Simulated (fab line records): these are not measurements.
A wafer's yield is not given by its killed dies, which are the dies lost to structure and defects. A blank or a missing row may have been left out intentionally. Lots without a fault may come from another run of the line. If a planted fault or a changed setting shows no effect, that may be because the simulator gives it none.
Chamber matching :: flow n5_finfet :: rie_diel-02 running N5_HKMG_FIN_DESCUM_17: 4 sister chambers
The step chemistry O2, time 7.9 s. 20 wafers are shown with their chamber, then 10 later ones without.

== WAFERS, EACH WITH ITS CHAMBER ==
wafer: L075.3
chamber: 0
oes_product_au (a.u.): 0.93
showerhead_plenum_p_Torr (Torr): 2.15
throttle_valve_pct (%): 20.45

wafer: L075.4
chamber: 1
oes_product_au (a.u.): 0.72
showerhead_plenum_p_Torr (Torr): 2.05
throttle_valve_pct (%): 20.50

wafer: L075.5
chamber: 3
oes_product_au (a.u.): 0.76
showerhead_plenum_p_Torr (Torr): 2.07
throttle_valve_pct (%): 20.43

wafer: L076.1
chamber: 0
oes_product_au (a.u.): 0.93
showerhead_plenum_p_Torr (Torr): 2.15
throttle_valve_pct (%): 20.46

wafer: L076.2
chamber: 3
oes_product_au (a.u.): 0.76
showerhead_plenum_p_Torr (Torr): 2.07
throttle_valve_pct (%): 20.43

wafer: L076.5
chamber: 0
oes_product_au (a.u.): 0.92
showerhead_plenum_p_Torr (Torr): 2.15
throttle_valve_pct (%): 20.45

wafer: L078.2
chamber: 3
oes_product_au (a.u.): 0.75
showerhead_plenum_p_Torr (Torr): 2.07
throttle_valve_pct (%): 20.43

wafer: L078.5
chamber: 1
oes_product_au (a.u.): 0.72
showerhead_plenum_p_Torr (Torr): 2.05
throttle_valve_pct (%): 20.50

wafer: L078.6
chamber: 2
oes_product_au (a.u.): 0.66
showerhead_plenum_p_Torr (Torr): 1.98
throttle_valve_pct (%): 20.66

wafer: L083.1
chamber: 3
oes_product_au (a.u.): 0.75
showerhead_plenum_p_Torr (Torr): 2.07
throttle_valve_pct (%): 20.47

wafer: L083.2
chamber: 2
oes_product_au (a.u.): 0.94
showerhead_plenum_p_Torr (Torr): 2.24
throttle_valve_pct (%): 20.37

wafer: L083.5
chamber: 3
oes_product_au (a.u.): 0.75
showerhead_plenum_p_Torr (Torr): 2.07
throttle_valve_pct (%): 20.46

wafer: L086.1
chamber: 2
oes_product_au (a.u.): 0.91
showerhead_plenum_p_Torr (Torr): 2.24
throttle_valve_pct (%): 20.35

wafer: L086.4
chamber: 0
oes_product_au (a.u.): 0.89
showerhead_plenum_p_Torr (Torr): 2.14
throttle_valve_pct (%): 20.48

wafer: L086.5
chamber: 0
oes_product_au (a.u.): 0.88
showerhead_plenum_p_Torr (Torr): 2.14
throttle_valve_pct (%): 20.50

wafer: L090.1
chamber: 1
oes_product_au (a.u.): 0.71
showerhead_plenum_p_Torr (Torr): 2.04
throttle_valve_pct (%): 20.53

wafer: L090.4
chamber: 0
oes_product_au (a.u.): 0.88
showerhead_plenum_p_Torr (Torr): 2.14
throttle_valve_pct (%): 20.51

wafer: L090.6
chamber: 2
oes_product_au (a.u.): 0.90
showerhead_plenum_p_Torr (Torr): 2.24
throttle_valve_pct (%): 20.38

wafer: L094.2
chamber: 1
oes_product_au (a.u.): 0.70
showerhead_plenum_p_Torr (Torr): 2.04
throttle_valve_pct (%): 20.53

wafer: L094.4
chamber: 0
oes_product_au (a.u.): 0.87
showerhead_plenum_p_Torr (Torr): 2.14
throttle_valve_pct (%): 20.50

SIGNATURES (means of the wafers above)
reading: oes_product_au
chamber 0: 0.9000
chamber 1: 0.7125
chamber 2: 0.8525
chamber 3: 0.7540
scatter within a chamber: 0.0585

reading: showerhead_plenum_p_Torr
chamber 0: 2.1443
chamber 1: 2.0450
chamber 2: 2.1750
chamber 3: 2.0700
scatter within a chamber: 0.0564

reading: throttle_valve_pct
chamber 0: 20.4786
chamber 1: 20.5150
chamber 2: 20.4400
chamber 3: 20.4440
scatter within a chamber: 0.0668
Rule: a wafer's distance from a chamber is the root of the sum, over the readings, of the square of ((its reading less the chamber's mean) divided by the reading's scatter). The wafer belongs to the nearest chamber; if the next one is less than 2 further off, it can't be placed. The scatter is the square root of a quotient: the sum, over the shown wafers, of each reading's squared deviation from its chamber's mean, divided by wafers minus chambers.

== WAFERS WITH NO CHAMBER GIVEN ==
wafer: L094.5
oes_product_au (a.u.): 0.87
showerhead_plenum_p_Torr (Torr): 2.14
throttle_valve_pct (%): 20.50

wafer: L095.1
oes_product_au (a.u.): 0.71
showerhead_plenum_p_Torr (Torr): 2.04
throttle_valve_pct (%): 20.53

wafer: L095.3
oes_product_au (a.u.): 0.87
showerhead_plenum_p_Torr (Torr): 2.14
throttle_valve_pct (%): 20.50

wafer: L095.6
oes_product_au (a.u.): 0.86
showerhead_plenum_p_Torr (Torr): 2.14
throttle_valve_pct (%): 20.51

wafer: L096.1
oes_product_au (a.u.): 0.72
showerhead_plenum_p_Torr (Torr): 2.06
throttle_valve_pct (%): 20.50

wafer: L096.2
oes_product_au (a.u.): 0.70
showerhead_plenum_p_Torr (Torr): 2.04
throttle_valve_pct (%): 20.56

wafer: L096.4
oes_product_au (a.u.): 0.86
showerhead_plenum_p_Torr (Torr): 2.14
throttle_valve_pct (%): 20.51

wafer: L097.1
oes_product_au (a.u.): 0.87
showerhead_plenum_p_Torr (Torr): 2.23
throttle_valve_pct (%): 20.41

wafer: L097.4
oes_product_au (a.u.): 0.73
showerhead_plenum_p_Torr (Torr): 2.06
throttle_valve_pct (%): 20.50

wafer: L097.6
oes_product_au (a.u.): 0.72
showerhead_plenum_p_Torr (Torr): 2.06
throttle_valve_pct (%): 20.51

== EACH ONE'S CHAMBER ==
wafer: L094.5
from the rows above: can't be placed: 0 or 2 or 3
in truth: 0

wafer: L095.1
from the rows above: can't be placed: 1 or 3
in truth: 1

wafer: L095.3
from the rows above: can't be placed: 0 or 2 or 3
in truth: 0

wafer: L095.6
from the rows above: can't be placed: 0 or 2 or 3
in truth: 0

wafer: L096.1
from the rows above: can't be placed: 1 or 3
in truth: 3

wafer: L096.2
from the rows above: can't be placed: 1 or 3
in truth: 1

wafer: L096.4
from the rows above: can't be placed: 0 or 2 or 3
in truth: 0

wafer: L097.1
from the rows above: can't be placed: 2 or 0
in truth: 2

wafer: L097.4
from the rows above: can't be placed: 1 or 3
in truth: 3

wafer: L097.6
from the rows above: can't be placed: 1 or 3
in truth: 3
Correctly placed: 0 of 10. Unplaceable from these rows: 10, with the true chamber sitting among the candidates in 10. Wrongly placed: 0.
